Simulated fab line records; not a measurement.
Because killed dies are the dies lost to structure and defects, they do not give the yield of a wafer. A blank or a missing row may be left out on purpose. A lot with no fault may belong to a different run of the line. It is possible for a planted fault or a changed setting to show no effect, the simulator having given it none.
Chamber matching | flow n5 finfet | rie diel-06 running N5_BEOL_M15_ETCH_59: 4 sister chambers
The step etches BARC in N2/H2, target depth 89 nm, overetch 26.7 nm, time 67.9 s. 27 wafers are shown with their chamber, then 12 later ones without.

## EACH WAFER AND ITS CHAMBER
wafer  | chamber | showerhead plenum p Torr (Torr) | drypump motor current A (A) | throttle valve pct (%)
L074.1 | 1       | 2.36                            | 5.6                         | 17.93
L074.2 | 3       | 2.49                            | 6.2                         | 17.58
L074.3 | 0       | 2.61                            | 5.6                         | 18.11
L074.4 | 2       | 2.70                            | 4.8                         | 17.71
L074.5 | 1       | 2.36                            | 5.5                         | 17.94
L074.6 | 0       | 2.61                            | 5.6                         | 18.13
L076.2 | 0       | 2.61                            | 5.6                         | 18.12
L076.3 | 2       | 2.70                            | 4.8                         | 17.70
L076.5 | 3       | 2.49                            | 6.2                         | 17.58
L078.2 | 1       | 2.36                            | 5.5                         | 17.96
L078.4 | 2       | 2.70                            | 4.8                         | 17.72
L078.6 | 2       | 2.70                            | 4.8                         | 17.72
L083.3 | 0       | 2.60                            | 5.6                         | 18.14
L083.4 | 2       | 2.69                            | 4.8                         | 17.77
L083.5 | 3       | 2.48                            | 6.2                         | 17.61
L082.2 | 1       | 2.35                            | 5.6                         | 17.95
L082.3 | 0       | 2.60                            | 5.6                         | 18.13
L082.5 | 2       | 2.69                            | 4.8                         | 17.74
L089.4 | 2       | 2.69                            | 4.8                         | 17.75
L089.5 | 3       | 2.48                            | 6.2                         | 17.62
L089.6 | 2       | 2.69                            | 4.8                         | 17.76
L088.2 | 0       | 2.60                            | 5.6                         | 18.15
L088.5 | 1       | 2.35                            | 5.5                         | 17.99
L088.6 | 2       | 2.69                            | 4.8                         | 17.75
L091.1 | 3       | 2.48                            | 6.1                         | 17.63
L091.3 | 0       | 2.60                            | 5.6                         | 18.16
L091.5 | 0       | 2.60                            | 5.6                         | 18.18

SIGNATURES (averages over the wafers above)
reading                  | chamber 0 | chamber 1 | chamber 2 | chamber 3 | scatter within a chamber
showerhead plenum p Torr | 2.6037    | 2.3560    | 2.6944    | 2.4840    | 0.00531
drypump motor current A  | 5.600     | 5.540     | 4.800     | 6.180     | 0.0295
throttle valve pct       | 18.1400   | 17.9540   | 17.7356   | 17.6040   | 0.0233
Rule: for each reading, subtract the chamber's mean from the wafer's reading, divide by that reading's scatter and square the result; add these up over the readings and take the root, which gives the wafer's distance from the chamber. The wafer belongs to the nearest chamber; if the next one is less than 2 further off, it can't be placed. The scatter is the square root of a quotient: the sum, over the shown wafers, of each reading's squared deviation from its chamber's mean, divided by wafers minus chambers.

## WAFERS MISSING THEIR CHAMBER
wafer  | showerhead plenum p Torr (Torr) | drypump motor current A (A) | throttle valve pct (%)
L090.1 | 2.35                            | 5.6                         | 17.99
L090.2 | 2.48                            | 6.2                         | 17.61
L090.6 | 2.60                            | 5.6                         | 18.15
L092.1 | 2.47                            | 6.2                         | 17.64
L092.2 | 2.35                            | 5.5                         | 17.99
L092.6 | 2.35                            | 5.5                         | 18.00
L093.1 | 2.69                            | 4.8                         | 17.74
L093.4 | 2.69                            | 4.8                         | 17.76
L093.5 | 2.47                            | 6.2                         | 17.64
L095.1 | 2.60                            | 5.6                         | 17.78
L095.2 | 2.47                            | 6.1                         | 17.66
L095.4 | 2.60                            | 5.6                         | 17.78

## WHICH CHAMBER EACH WENT THROUGH
wafer  | from the rows above | in truth
L090.1 | 1                   | 1
L090.2 | 3                   | 3
L090.6 | 0                   | 0
L092.1 | 3                   | 3
L092.2 | 1                   | 1
L092.6 | 1                   | 1
L093.1 | 2                   | 2
L093.4 | 2                   | 2
L093.5 | 3                   | 3
L095.1 | 0                   | 0
L095.2 | 3                   | 3
L095.4 | 0                   | 0
Correctly placed: 12 of 12. Can't be placed from these rows: 0. Placed wrongly: 0.
